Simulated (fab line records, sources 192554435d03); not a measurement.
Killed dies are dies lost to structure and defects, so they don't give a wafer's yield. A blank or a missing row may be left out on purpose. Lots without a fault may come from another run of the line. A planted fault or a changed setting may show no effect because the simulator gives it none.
Chamber matching | flow n5_finfet | N5_BEOL_M13_DEP_53 on pecvd-04: 3 sister chambers
The step deposits SiCN from 3MS/NH3, target thk 50 nm, time 17.8 s. 24 wafers are shown with their chamber, then 12 later ones without.

WAFERS WITH THEIR CHAMBER
wafer  | chamber | throttle_valve_pct (%) | showerhead_plenum_p_Torr (Torr) | chamber_pressure_Torr (Torr)
L076.3 | 1       | 18.0                   | 4.166                           | 2.998
L076.4 | 0       | 17.8                   | 4.175                           | 3.002
L076.6 | 1       | 17.6                   | 4.177                           | 2.991
L077.4 | 1       | 17.8                   | 4.174                           | 2.997
L077.5 | 2       | 18.3                   | 4.179                           | 2.988
L077.6 | 0       | 17.7                   | 4.168                           | 3.012
L078.1 | 1       | 18.1                   | 4.164                           | 2.999
L078.3 | 0       | 17.4                   | 4.174                           | 3.006
L078.5 | 0       | 17.3                   | 4.177                           | 3.003
L081.3 | 2       | 18.3                   | 4.172                           | 2.997
L081.5 | 0       | 17.6                   | 4.176                           | 2.990
L081.6 | 1       | 17.7                   | 4.163                           | 3.003
L082.1 | 0       | 17.5                   | 4.176                           | 3.005
L082.3 | 1       | 17.9                   | 4.168                           | 2.996
L082.4 | 2       | 18.2                   | 4.174                           | 2.994
L086.1 | 0       | 17.8                   | 4.173                           | 3.005
L086.2 | 1       | 17.9                   | 4.172                           | 3.000
L086.3 | 2       | 18.4                   | 4.170                           | 2.999
L089.1 | 1       | 17.7                   | 4.163                           | 3.003
L089.3 | 2       | 18.7                   | 4.179                           | 3.000
L089.6 | 1       | 17.8                   | 4.168                           | 3.002
L091.1 | 1       | 17.6                   | 4.165                           | 2.982
L091.3 | 0       | 17.8                   | 4.180                           | 3.003
L091.4 | 2       | 18.5                   | 4.188                           | 2.986

SIGNATURES (means of the wafers above)
reading                  | chamber 0 | chamber 1 | chamber 2 | scatter within a chamber
throttle_valve_pct       | 17.613    | 17.810    | 18.400    | 0.18
showerhead_plenum_p_Torr | 4.17488   | 4.16800   | 4.17700   | 0.00492
chamber_pressure_Torr    | 3.00325   | 2.99710   | 2.99400   | 0.00621
Rule: a wafer's distance from a chamber is the root of the sum, over the readings, of the square of ((its reading less the chamber's mean) divided by the reading's scatter). The wafer belongs to the nearest chamber; if the next one is less than 2 further off, it can't be placed. The scatter: the root of (the sum of the squares of (reading less its chamber's mean) over the shown wafers, divided by (wafers less chambers)).

WAFERS WITHOUT THEIR CHAMBER
wafer  | throttle_valve_pct (%) | showerhead_plenum_p_Torr (Torr) | chamber_pressure_Torr (Torr)
L087.2 | 17.9                   | 4.159                           | 3.005
L087.4 | 17.8                   | 4.174                           | 3.001
L087.6 | 18.3                   | 4.177                           | 3.001
L092.2 | 17.7                   | 4.178                           | 3.000
L092.3 | 17.5                   | 4.176                           | 3.001
L092.5 | 18.3                   | 4.190                           | 2.994
L094.2 | 18.7                   | 4.175                           | 2.996
L094.5 | 17.8                   | 4.180                           | 3.005
L094.6 | 18.6                   | 4.178                           | 2.996
L096.1 | 17.7                   | 4.176                           | 2.991
L096.2 | 18.9                   | 4.177                           | 3.003
L096.6 | 16.8                   | 4.154                           | 2.992

WHICH CHAMBER EACH WENT THROUGH
wafer  | from the rows above          | in truth
L087.2 | can't be placed: 1 or 0      | 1
L087.4 | can't be placed: 0 or 1      | 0
L087.6 | 2                            | 2
L092.2 | can't be placed: 0 or 1      | 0
L092.3 | can't be placed: 0 or 1      | 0
L092.5 | 2                            | 2
L094.2 | 2                            | 2
L094.5 | can't be placed: 0 or 1      | 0
L094.6 | 2                            | 2
L096.1 | can't be placed: 1 or 0 or 2 | 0
L096.2 | 2                            | 2
L096.6 | can't be placed: 1 or 0      | 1
Placed correctly: 5 of 12. Can't be placed from these rows: 7 (the true chamber is among the candidates in 7). Placed wrongly: 0.
